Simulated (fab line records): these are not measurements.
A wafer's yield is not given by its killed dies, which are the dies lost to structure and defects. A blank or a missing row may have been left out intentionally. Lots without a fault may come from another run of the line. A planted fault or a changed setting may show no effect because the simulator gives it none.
Matching of chambers	flow nand-harc	NHARC_P_ZERO_WELL_ETCH_63 on rie-si-04 has 4 sister chambers
The step etches the open film in HBr/Cl2, target depth 120 nm, time 40.1 s. 24 wafers are shown with their chamber, then 12 later ones without.

WAFERS, EACH WITH ITS CHAMBER
wafer	chamber	oes-product-au (a.u.)	chamber-pressure-mTorr (mTorr)	throttle-valve-pct (%)
L074.1	3	1.016	15.008	26.418
L074.2	2	0.985	15.008	26.405
L074.6	1	1.008	15.004	26.405
L075.2	1	1.014	14.986	26.395
L075.4	3	1.006	14.994	26.397
L075.5	0	0.997	14.999	26.400
L078.1	3	1.011	14.998	26.404
L078.2	1	1.006	15.003	26.435
L078.4	0	1.012	14.970	26.402
L081.2	1	1.009	14.989	26.408
L081.4	0	1.003	14.980	26.394
L081.5	1	1.020	14.999	26.387
L082.1	1	1.022	14.990	26.402
L082.3	0	1.012	15.003	26.412
L082.4	3	1.015	15.005	26.395
L088.1	2	0.989	15.008	26.403
L088.3	0	1.010	15.007	26.429
L088.4	3	1.005	14.972	26.412
L090.1	3	1.018	15.026	26.409
L090.2	0	1.002	14.983	26.399
L090.4	1	0.989	15.007	26.401
L092.2	1	1.015	14.999	26.389
L092.4	3	1.028	14.999	26.413
L092.5	2	0.989	15.000	26.414

SIGNATURES, as means of the wafers listed above
reading	chamber 0	chamber 1	chamber 2	chamber 3	scatter within a chamber
oes-product-au	1.00600	1.01038	0.98767	1.01414	0.00813
chamber-pressure-mTorr	14.99033	14.99713	15.00533	15.00029	0.0125
throttle-valve-pct	26.40600	26.40275	26.40733	26.40686	0.012
Rule: a wafer lies at a distance from a chamber equal to the root of the sum of squares, over the readings, of (its reading less the chamber's mean, divided by the reading's scatter). If the next closest chamber is less than 2 further off than the closest, the wafer can't be placed; otherwise it belongs to the closest. The scatter: take each reading less its chamber's mean, square it, sum over the shown wafers, divide by the number of wafers less the number of chambers, and take the root.

WAFERS WITHOUT THEIR CHAMBER
wafer	oes-product-au (a.u.)	chamber-pressure-mTorr (mTorr)	throttle-valve-pct (%)
L093.2	0.995	14.996	26.406
L093.3	1.017	14.991	26.408
L093.5	1.027	14.986	26.422
L094.1	1.022	14.990	26.428
L094.3	1.022	15.011	26.416
L094.5	0.986	14.981	26.408
L095.1	1.000	15.032	26.411
L095.4	1.016	14.999	26.403
L095.6	1.019	14.998	26.418
L096.1	1.009	15.011	26.401
L096.5	0.988	14.988	26.400
L096.6	1.010	15.020	26.428

WHICH CHAMBER EACH ONE RAN IN
wafer	from the rows above	in truth
L093.2	can't be placed: 2 or 0 or 1 or 3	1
L093.3	can't be placed: 3 or 1 or 0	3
L093.5	can't be placed: 3 or 1 or 0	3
L094.1	can't be placed: 3 or 1 or 0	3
L094.3	can't be placed: 3 or 1 or 0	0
L094.5	can't be placed: 2 or 0 or 1 or 3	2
L095.1	can't be placed: 2 or 3 or 1 or 0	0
L095.4	can't be placed: 3 or 1 or 0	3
L095.6	can't be placed: 3 or 1 or 0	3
L096.1	can't be placed: 1 or 3 or 0 or 2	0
L096.5	can't be placed: 2 or 0 or 1 or 3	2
L096.6	can't be placed: 3 or 1 or 0 or 2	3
Correct placement for 0 of the 12. From these rows, 12 cannot be placed; in 12 the true chamber is one of the candidates. Number placed wrongly: 0.
